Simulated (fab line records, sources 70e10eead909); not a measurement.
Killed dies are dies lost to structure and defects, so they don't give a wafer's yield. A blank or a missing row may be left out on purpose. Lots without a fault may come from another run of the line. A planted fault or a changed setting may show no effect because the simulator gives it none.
Chamber matching | flow nand_harc | NHARC_A_CHANNEL_FILL_D1_ALD_14 on ald_hk-04: 4 sister chambers
The step deposits SiO2, target thk 2.5 nm, pulse time 10 s, ald cycles 25. 18 wafers are shown with their chamber, then 9 later ones without.

WAFERS WITH THEIR CHAMBER
wafer  | chamber | heater_power_w (W) | precursor_pulse_height_rel
L074.1 | 0       | 492                | 1.017
L074.5 | 2       | 540                | 0.991
L074.6 | 3       | 555                | 1.008
L078.1 | 2       | 533                | 1.024
L078.2 | 3       | 582                | 1.011
L078.6 | 1       | 458                | 0.967
L079.2 | 1       | 462                | 1.008
L079.3 | 3       | 581                | 1.024
L079.6 | 0       | 491                | 0.977
L085.1 | 0       | 467                | 0.971
L085.2 | 3       | 522                | 1.010
L085.6 | 0       | 460                | 0.973
L088.1 | 3       | 541                | 1.015
L088.2 | 2       | 529                | 1.002
L088.3 | 1       | 465                | 0.964
L092.3 | 3       | 523                | 1.012
L092.4 | 2       | 541                | 1.000
L092.6 | 3       | 526                | 1.015

SIGNATURES (means of the wafers above)
reading                    | chamber 0 | chamber 1 | chamber 2 | chamber 3 | scatter within a chamber
heater_power_w             | 477.50    | 461.67    | 535.75    | 547.14    | 19
precursor_pulse_height_rel | 0.98450   | 0.97967   | 1.00425   | 1.01357   | 0.0156
Rule: a wafer's distance from a chamber is the root of the sum, over the readings, of the square of ((its reading less the chamber's mean) divided by the reading's scatter). The wafer belongs to the nearest chamber; if the next one is less than 2 further off, it can't be placed. The scatter: the root of (the sum of the squares of (reading less its chamber's mean) over the shown wafers, divided by (wafers less chambers)).

WAFERS WITHOUT THEIR CHAMBER
wafer  | heater_power_w (W) | precursor_pulse_height_rel
L093.3 | 483                | 0.968
L093.4 | 541                | 1.023
L093.5 | 544                | 0.986
L096.2 | 463                | 1.010
L096.3 | 468                | 0.991
L096.5 | 471                | 0.995
L097.3 | 458                | 1.013
L097.4 | 528                | 0.983
L097.5 | 541                | 0.987

WHICH CHAMBER EACH WENT THROUGH
wafer  | from the rows above          | in truth
L093.3 | can't be placed: 0 or 1      | 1
L093.4 | can't be placed: 3 or 2      | 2
L093.5 | can't be placed: 2 or 3      | 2
L096.2 | can't be placed: 0 or 1      | 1
L096.3 | can't be placed: 0 or 1      | 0
L096.5 | can't be placed: 0 or 1      | 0
L097.3 | can't be placed: 0 or 1      | 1
L097.4 | can't be placed: 2 or 3 or 0 | 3
L097.5 | can't be placed: 2 or 3      | 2
Placed correctly: 0 of 9. Can't be placed from these rows: 9 (the true chamber is among the candidates in 9). Placed wrongly: 0.
